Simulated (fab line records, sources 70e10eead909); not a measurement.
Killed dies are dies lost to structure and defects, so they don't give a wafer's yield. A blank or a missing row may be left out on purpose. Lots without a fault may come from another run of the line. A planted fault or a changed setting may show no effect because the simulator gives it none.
One fault seen from 2 desks | flow nand_harc | each desk has only its own numbers; what lay behind them comes last

THE METROLOGY DESK
What the gauges read, lot by lot, whatever tool the lot ran on: means of the sampled wafers that have a number. A lot is out of limits, marked OUT, if its mean lies more than 4 standard deviations from the usual mean; the brackets give that distance.
Columns: A = thk_nm at NHARC_THIN_TSV_THK_MEAS_02, usual 3016 nm
lot  | first seen here | A
L816 | day 25 00:59    | 2767
L818 | day 25 02:11    | 3222
L817 | day 25 03:23    | 3045
L820 | day 25 20:52    | 3246
L819 | day 26 04:24    | 3157
L823 | day 26 23:16    | 2933
L822 | day 27 12:46    | 3055
L824 | day 27 13:59    | 3067
L825 | day 28 04:43    | 2813
L827 | day 28 09:16    | 3160
L828 | day 28 18:47    | 3125
L830 | day 29 12:06    | 2905
L838 | day 32 19:43    | 2941
This desk's finding: nothing out of limits on any of the 13 lots.

THE TOOL OWNER'S DESK: pvd_sputter-03
The tool's own readings at NHARC_THIN_TSV_PRE_CLEAN_50 (time 30 s): means of the sampled wafers that have a number, for each lot that ran on this tool. A lot is out of limits, marked OUT, if its mean lies more than 4 standard deviations from the usual mean; the brackets give that distance.
Columns: A = heater_power_w at NHARC_THIN_TSV_PRE_CLEAN_50, usual 410 W; B = susceptor_temp_C at NHARC_THIN_TSV_PRE_CLEAN_50, usual 280.03 C
lot  | first seen here | A   | B
L818 | day 25 06:26    | 422 | 280.11
L820 | day 26 00:51    | 415 | 280.09
L822 | day 27 16:53    | 431 | 280.13
L824 | day 27 17:59    | 437 | 280.08
L827 | day 28 13:04    | 415 | 280.08
L828 | day 28 22:45    | 411 | 280.08
L830 | day 29 16:05    | 393 | 279.95
This desk's finding: nothing out of limits on any of the 7 lots.

PUT TOGETHER
The metrology desk saw nothing out of limits.
The tool owner's desk saw nothing out of limits.

WHAT THE SIMULATOR HAD PUT IN
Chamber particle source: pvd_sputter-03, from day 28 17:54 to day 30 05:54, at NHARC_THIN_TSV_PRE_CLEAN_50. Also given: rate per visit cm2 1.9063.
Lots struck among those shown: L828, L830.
